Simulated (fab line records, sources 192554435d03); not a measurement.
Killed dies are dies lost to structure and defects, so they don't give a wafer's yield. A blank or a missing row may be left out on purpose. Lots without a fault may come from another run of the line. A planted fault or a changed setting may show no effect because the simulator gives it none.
Chamber matching | flow n5_finfet | N5_FIN_SAQP_PECVD_06 on pecvd-01: 3 sister chambers
The step deposits a-Si from SiH4/He, target thk 60 nm, time 48.1 s. 18 wafers are shown with their chamber, then 9 later ones without.

WAFERS WITH THEIR CHAMBER
wafer  | chamber | throttle_valve_pct (%) | showerhead_plenum_p_Torr (Torr) | heater_power_w (W)
L078.1 | 2       | 17.6                   | 5.61                            | 1006
L078.3 | 1       | 18.0                   | 5.56                            | 750
L078.5 | 2       | 17.5                   | 5.61                            | 1039
L079.3 | 2       | 17.7                   | 5.59                            | 940
L079.5 | 2       | 17.8                   | 5.61                            | 953
L079.6 | 0       | 19.0                   | 5.62                            | 877
L080.3 | 2       | 17.6                   | 5.59                            | 991
L080.5 | 2       | 17.6                   | 5.62                            | 979
L080.6 | 0       | 19.3                   | 5.64                            | 778
L081.1 | 2       | 17.8                   | 5.61                            | 919
L081.3 | 2       | 17.6                   | 5.61                            | 892
L081.6 | 2       | 17.5                   | 5.60                            | 927
L086.1 | 0       | 19.1                   | 5.64                            | 798
L086.4 | 2       | 17.6                   | 5.61                            | 947
L086.6 | 1       | 17.8                   | 5.57                            | 745
L089.2 | 1       | 17.7                   | 5.58                            | 761
L089.4 | 1       | 17.8                   | 5.55                            | 646
L089.5 | 2       | 18.2                   | 5.61                            | 1020

SIGNATURES (means of the wafers above)
reading                  | chamber 0 | chamber 1 | chamber 2 | scatter within a chamber
throttle_valve_pct       | 19.133    | 17.825    | 17.682    | 0.181
showerhead_plenum_p_Torr | 5.6333    | 5.5650    | 5.6064    | 0.0104
heater_power_w           | 817.67    | 725.50    | 964.82    | 48.4
Rule: a wafer's distance from a chamber is the root of the sum, over the readings, of the square of ((its reading less the chamber's mean) divided by the reading's scatter). The wafer belongs to the nearest chamber; if the next one is less than 2 further off, it can't be placed. The scatter: the root of (the sum of the squares of (reading less its chamber's mean) over the shown wafers, divided by (wafers less chambers)).

WAFERS WITHOUT THEIR CHAMBER
wafer  | throttle_valve_pct (%) | showerhead_plenum_p_Torr (Torr) | heater_power_w (W)
L091.1 | 18.0                   | 5.57                            | 755
L091.4 | 17.9                   | 5.56                            | 740
L091.6 | 19.2                   | 5.64                            | 823
L093.1 | 17.9                   | 5.56                            | 720
L093.3 | 19.1                   | 5.65                            | 879
L093.5 | 19.3                   | 5.63                            | 868
L095.1 | 19.0                   | 5.64                            | 764
L095.2 | 17.6                   | 5.61                            | 987
L095.4 | 19.3                   | 5.66                            | 764

WHICH CHAMBER EACH WENT THROUGH
wafer  | from the rows above | in truth
L091.1 | 1                   | 1
L091.4 | 1                   | 1
L091.6 | 0                   | 0
L093.1 | 1                   | 1
L093.3 | 0                   | 0
L093.5 | 0                   | 0
L095.1 | 0                   | 0
L095.2 | 2                   | 2
L095.4 | 0                   | 0
Placed correctly: 9 of 9. Can't be placed from these rows: 0. Placed wrongly: 0.
